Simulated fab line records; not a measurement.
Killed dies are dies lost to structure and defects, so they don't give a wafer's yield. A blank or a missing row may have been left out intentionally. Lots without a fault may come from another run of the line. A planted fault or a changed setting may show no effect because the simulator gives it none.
Chamber matching + flow n5-finfet + 3 sister chambers for N5_GATE_CUT_PECVD_57 on pecvd-03
The step deposits SiNx from SiH4/NH3/N2, target thk 21 nm. 3 wafers are shown with their chamber, then 7 later ones without.

== WAFERS WITH THEIR CHAMBER ==
| wafer  | chamber | throttle-valve-pct (%) |
|--------|---------|------------------------|
| L087.4 | 1       | 40.5                   |
| L088.2 | 0       | 40.3                   |
| L088.3 | 2       | 41.2                   |

== WAFERS WHOSE CHAMBER IS MISSING ==
| wafer  | throttle-valve-pct (%) |
|--------|------------------------|
| L088.4 | 41.2                   |
| L092.1 | 40.2                   |
| L092.3 | 41.1                   |
| L092.5 | 40.3                   |
| L096.2 | 40.0                   |
| L096.3 | 40.2                   |
| L096.6 | 40.4                   |

== EACH ONE'S CHAMBER ==
| wafer  | from the rows above     | in truth |
|--------|-------------------------|----------|
| L088.4 | 2                       | 2        |
| L092.1 | can't be placed: 0 or 1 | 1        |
| L092.3 | 2                       | 2        |
| L092.5 | can't be placed: 0 or 1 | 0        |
| L096.2 | can't be placed: 0 or 1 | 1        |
| L096.3 | can't be placed: 0 or 1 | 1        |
| L096.6 | can't be placed: 0 or 1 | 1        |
2 of 7 placed correctly. From these rows, 5 cannot be placed; in 5 the true chamber is one of the candidates. Number placed wrongly: 0.
How it was worked out, from the rows above alone: a wafer's distance from a chamber is the root of the sum, over the readings, of the square of ((its reading less the chamber's mean) divided by the reading's scatter). If the next closest chamber is less than 2 further off than the closest, the wafer can't be placed; otherwise it belongs to the closest. Each chamber's mean is taken over the wafers shown for it. The scatter: root of mean squared gap, hidden wafer to nearest shown wafer, with one shown wafer a chamber.
